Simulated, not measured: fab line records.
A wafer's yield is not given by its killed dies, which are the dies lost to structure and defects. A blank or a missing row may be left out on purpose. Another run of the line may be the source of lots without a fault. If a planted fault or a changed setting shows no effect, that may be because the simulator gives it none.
Check for tools in common    flow nand harc    12 lots and 36 wafers in the sample

== WHAT PROMPTED THE OPENING ==
At NHARC_A_CONTACT_INSPECT_44 the reading raw defect count is flagged on 2 of 12 lots. Fault-free wafers read 28, with a standard deviation of 15.
Rule: a lot gets a flag if all its wafers with a number sit over 4 standard deviations from that mean, or if no wafer of it has a number. As for the other lots, they are considered sound.

lot   measured      on                 raw defect count, wafer by wafer  flag
L314  day 19 13:15  defect inspect-02  6 7 9                             
L312  day 19 18:57  defect inspect-01  4 5 15                            
L310  day 19 19:06  defect inspect-02  20 19 34                          
L316  day 20 10:07  defect inspect-02  27 25 21                          
L315  day 20 15:44  defect inspect-02  9 12 14                           
L317  day 20 16:15  defect inspect-02  35 33 43                          
L320  day 20 20:39  defect inspect-01  26 37 31                          
L325  day 22 08:31  defect inspect-01  36 42 21                          
L331  day 22 20:11  defect inspect-02  770 791 766                       FLAGGED
L326  day 23 00:54  defect inspect-01  26 25 35                          
L322  day 23 09:50  defect inspect-02  804 781 718                       FLAGGED
L333  day 23 19:52  defect inspect-02  15 11 16                          
The numbers of the flagged lots are 772 on average: +744 against the usual, or +50 standard deviations.

== WHICH TOOL RAN EACH LOT ==
The record holds 2 process steps before the reading, out of a route of 1159 steps. Every cell lists first the tool, next ch and the chambers used by the sampled wafers, and last the start.
lot   flag     NHARC_A_CONTACT_DEP_24           NHARC_A_CONTACT_DEP_28
L314           pecvd-03 ch 0,1,2, day 19 09:40  acl dep-03 ch 0, day 19 10:12
L312           pecvd-03 ch 0,1,2, day 19 15:18  acl dep-03 ch 0, day 19 15:54
L310           pecvd-02 ch 0,1, day 19 15:31    acl dep-02 ch 0, day 19 15:59
L316           pecvd-03 ch 0,1,2, day 20 01:23  acl dep-02 ch 0, day 20 08:01
L315           pecvd-04 ch 0,1,2, day 20 08:40  acl dep-02 ch 0, day 20 13:47
L317           pecvd-04 ch 0,1,2, day 20 08:55  acl dep-01 ch 0, day 20 13:32
L320           pecvd-02 ch 0,1,2, day 20 14:47  acl dep-03 ch 0, day 20 18:03
L325           pecvd-04 ch 1,2, day 22 04:59    acl dep-02 ch 0, day 22 05:55
L331  FLAGGED  pecvd-04 ch 1,2, day 22 16:01    acl dep-03 ch 0, day 22 17:29
L326           pecvd-04 ch 1,2, day 22 20:23    acl dep-01 ch 0, day 22 21:44
L322  FLAGGED  pecvd-04 ch 0,2, day 23 04:48    acl dep-03 ch 0, day 23 06:49
L333           pecvd-04 ch 0,1,2, day 23 13:33  acl dep-02 ch 0, day 23 16:48
What the steps here do:
- NHARC_A_CONTACT_DEP_24: deposits SiO2, target thk 500 nm.
- NHARC_A_CONTACT_DEP_28: deposits aC, target thk 3600 nm.
- NHARC_A_CONTACT_INSPECT_44

== FLAGGED OVER TOTAL, TOOL BY TOOL (the gauges that took the reading come last) ==
step                        tool               lots run  flagged  share of the flagged lots  sound lots run after its first flagged lot
NHARC_A_CONTACT_DEP_24      pecvd-02           2         0        none                       -
NHARC_A_CONTACT_DEP_24      pecvd-03           3         0        none                       -
NHARC_A_CONTACT_DEP_24      pecvd-04           7         2        all                        2 (L326,L333)
NHARC_A_CONTACT_DEP_28      acl dep-01         2         0        none                       -
NHARC_A_CONTACT_DEP_28      acl dep-02         5         0        none                       -
NHARC_A_CONTACT_DEP_28      acl dep-03         5         2        all                        0
NHARC_A_CONTACT_INSPECT_44  defect inspect-01  4         0        none                       -
NHARC_A_CONTACT_INSPECT_44  defect inspect-02  8         2        all                        1 (L333)

== WHAT IS ALLOWED BY THE TABLE ==
All flagged lots were run by 3 table rows, namely pecvd-04 at NHARC_A_CONTACT_DEP_24, acl dep-03 at NHARC_A_CONTACT_DEP_28, defect inspect-02 at NHARC_A_CONTACT_INSPECT_44.
- pecvd-04 at NHARC_A_CONTACT_DEP_24 ran 7 lots, 2 of them flagged. After the first flagged lot (L326, L333), sound lots still ran on it; a lasting fault on the whole tool would not permit that.
- acl dep-03 at NHARC_A_CONTACT_DEP_28 ran 5 lots, 2 of them flagged. It ran its last sound lot, L320, at day 20 18:03 and its first flagged lot, L331, at day 22 17:29: a fault with its onset between the two fits.
- defect inspect-02 at NHARC_A_CONTACT_INSPECT_44 ran 8 lots, 2 of them flagged. After the first flagged lot (L333), sound lots still ran on it; a lasting fault on the whole tool would not permit that.
acl dep-03 at NHARC_A_CONTACT_DEP_28 is the single tool remaining.

== WHAT WAS PUT IN BY THE SIMULATOR ==
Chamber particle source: acl dep-03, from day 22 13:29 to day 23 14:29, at NHARC_A_CONTACT_DEP_28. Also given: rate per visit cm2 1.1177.
Lots struck among those shown: L331, L322. The rule given above showed the same thing.
